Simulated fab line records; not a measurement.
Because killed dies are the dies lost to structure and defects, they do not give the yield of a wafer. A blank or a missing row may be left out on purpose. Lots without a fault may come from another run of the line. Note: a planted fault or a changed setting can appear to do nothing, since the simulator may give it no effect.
Matching of chambers    flow n5 finfet    N5_BEOL_M3_DESCUM_16 on rie diel-06 has 4 sister chambers
The step chemistry O2, time 7 s. 27 wafers are shown with their chamber, then 12 later ones without.

## WAFERS PAIRED WITH THEIR CHAMBERS
wafer   chamber  showerhead plenum p Torr (Torr)  drypump motor current A (A)  throttle valve pct (%)
L076.3  2        2.18                             5.6                          20.51
L076.4  1        1.94                             6.0                          20.26
L076.6  1        1.94                             6.0                          20.27
L075.2  0        2.06                             6.0                          20.45
L075.4  2        2.18                             5.6                          20.52
L075.6  2        2.18                             5.6                          20.50
L078.1  2        2.18                             5.6                          20.51
L078.3  1        1.94                             6.0                          20.26
L078.5  2        2.18                             5.6                          20.52
L077.4  1        1.94                             6.0                          20.27
L077.5  0        2.06                             6.0                          20.46
L077.6  3        1.97                             6.7                          20.61
L080.1  3        1.97                             6.6                          20.60
L080.2  0        2.06                             6.0                          20.46
L080.4  1        1.94                             6.0                          20.26
L082.1  3        1.97                             6.6                          20.61
L082.3  2        2.17                             5.6                          20.51
L082.4  3        1.97                             6.6                          20.60
L084.1  1        1.93                             6.0                          20.30
L084.3  3        1.97                             6.6                          20.63
L084.4  0        2.06                             6.0                          20.08
L085.2  1        1.93                             6.0                          20.30
L085.4  0        2.06                             6.0                          20.07
L085.5  2        2.17                             5.6                          20.54
L088.1  2        2.17                             5.6                          20.54
L088.3  0        2.06                             6.0                          20.09
L088.4  1        1.93                             6.0                          20.30

SIGNATURES (means of the wafers above)
reading                   chamber 0  chamber 1  chamber 2  chamber 3  scatter within a chamber
showerhead plenum p Torr  2.0600     1.9363     2.1763     1.9700     0.00404
drypump motor current A   6.000      6.000      5.600      6.620      0.0187
throttle valve pct        20.2683    20.2775    20.5188    20.6100    0.0973
Rule: for a wafer and a chamber, the distance is found by dividing, reading by reading, the gap between the wafer's reading and the chamber's mean by the reading's scatter, squaring, summing and taking the root. If the next closest chamber is less than 2 further off than the closest, the wafer can't be placed; otherwise it belongs to the closest. The scatter is the square root of a quotient: the sum, over the shown wafers, of each reading's squared deviation from its chamber's mean, divided by wafers minus chambers.

## WAFERS WITHOUT THEIR CHAMBER
wafer   showerhead plenum p Torr (Torr)  drypump motor current A (A)  throttle valve pct (%)
L087.2  1.97                             6.7                          20.62
L087.4  2.06                             6.0                          20.09
L087.6  1.97                             6.7                          20.63
L091.1  1.93                             6.0                          20.30
L091.3  2.17                             5.6                          20.55
L091.4  1.97                             6.6                          20.65
L093.1  1.93                             6.0                          20.32
L093.2  2.06                             6.0                          20.10
L093.6  2.06                             6.0                          20.10
L097.1  2.23                             6.7                          20.26
L097.3  2.16                             5.6                          20.59
L097.5  1.92                             6.0                          20.31

## EACH ONE'S CHAMBER
wafer    from the rows above   in truth
L087.2   3                     3
L087.4   0                     0
L087.6   3                     3
L091.1   1                     1
L091.3   2                     2
L091.4   3                     3
L093.1   1                     1
L093.2   0                     0
L093.6   0                     0
L097.1   0                     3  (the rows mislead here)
L097.3   2                     2
L097.5   1                     1
11 of 12 placed correctly. Not placeable from these rows: 0. 1 placed wrongly.
